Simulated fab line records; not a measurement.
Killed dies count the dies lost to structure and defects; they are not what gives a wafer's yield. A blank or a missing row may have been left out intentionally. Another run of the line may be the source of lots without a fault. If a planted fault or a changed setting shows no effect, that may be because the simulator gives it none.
Matching of chambers + flow n5Finfet + aldMetal-01 running N5_BEOL_M3_ALD_84: 4 sister chambers
The step deposits TaN, pulse time 2 s, purge time 3 s, co reactant purge time 2 s. 14 wafers are shown with their chamber, then 7 later ones without.

== WAFERS WITH THEIR CHAMBER ==
| wafer  | chamber | heaterPowerOuterW (W) | heaterPowerW (W) | mfcCarrierSccm (sccm) |
|--------|---------|-----------------------|------------------|-----------------------|
| L077.1 | 1       | 205                   | 336              | 1505                  |
| L077.4 | 3       | 197                   | 387              | 1501                  |
| L077.5 | 0       | 277                   | 471              | 1500                  |
| L079.2 | 0       | 273                   | 462              | 1500                  |
| L079.4 | 2       | 221                   | 427              | 1497                  |
| L079.6 | 2       | 213                   | 418              | 1493                  |
| L082.1 | 1       | 205                   | 353              | 1506                  |
| L082.4 | 1       | 204                   | 344              | 1500                  |
| L082.5 | 0       | 277                   | 491              | 1504                  |
| L088.1 | 1       | 203                   | 347              | 1492                  |
| L088.4 | 2       | 215                   | 414              | 1503                  |
| L088.5 | 2       | 218                   | 428              | 1501                  |
| L092.2 | 3       | 196                   | 387              | 1504                  |
| L092.4 | 2       | 220                   | 426              | 1506                  |

SIGNATURES, as means of the wafers listed above
| reading           | chamber 0 | chamber 1 | chamber 2 | chamber 3 | scatter within a chamber |
|-------------------|-----------|-----------|-----------|-----------|--------------------------|
| heaterPowerOuterW | 275.67    | 204.25    | 217.40    | 196.50    | 2.43                     |
| heaterPowerW      | 474.67    | 345.00    | 422.60    | 387.00    | 8.64                     |
| mfcCarrierSccm    | 1501.33   | 1500.75   | 1500.00   | 1502.50   | 4.92                     |
Rule: for a wafer and a chamber, the distance is found by dividing, reading by reading, the gap between the wafer's reading and the chamber's mean by the reading's scatter, squaring, summing and taking the root. The wafer belongs to the nearest chamber; if the next one is less than 2 further off, it can't be placed. The scatter is the square root of a quotient: the sum, over the shown wafers, of each reading's squared deviation from its chamber's mean, divided by wafers minus chambers.

== WAFERS MISSING THEIR CHAMBER ==
| wafer  | heaterPowerOuterW (W) | heaterPowerW (W) | mfcCarrierSccm (sccm) |
|--------|-----------------------|------------------|-----------------------|
| L092.5 | 281                   | 475              | 1502                  |
| L093.2 | 194                   | 384              | 1496                  |
| L093.3 | 288                   | 484              | 1498                  |
| L093.5 | 203                   | 343              | 1496                  |
| L097.1 | 208                   | 342              | 1499                  |
| L097.2 | 286                   | 470              | 1504                  |
| L097.3 | 196                   | 375              | 1508                  |

== THE CHAMBER EACH PASSED THROUGH ==
| wafer  | from the rows above | in truth |
|--------|---------------------|----------|
| L092.5 | 0                   | 0        |
| L093.2 | 3                   | 3        |
| L093.3 | 0                   | 0        |
| L093.5 | 1                   | 1        |
| L097.1 | 1                   | 1        |
| L097.2 | 0                   | 0        |
| L097.3 | 3                   | 3        |
7 of 7 placed correctly. From these rows, 0 cannot be placed. 0 placed wrongly.
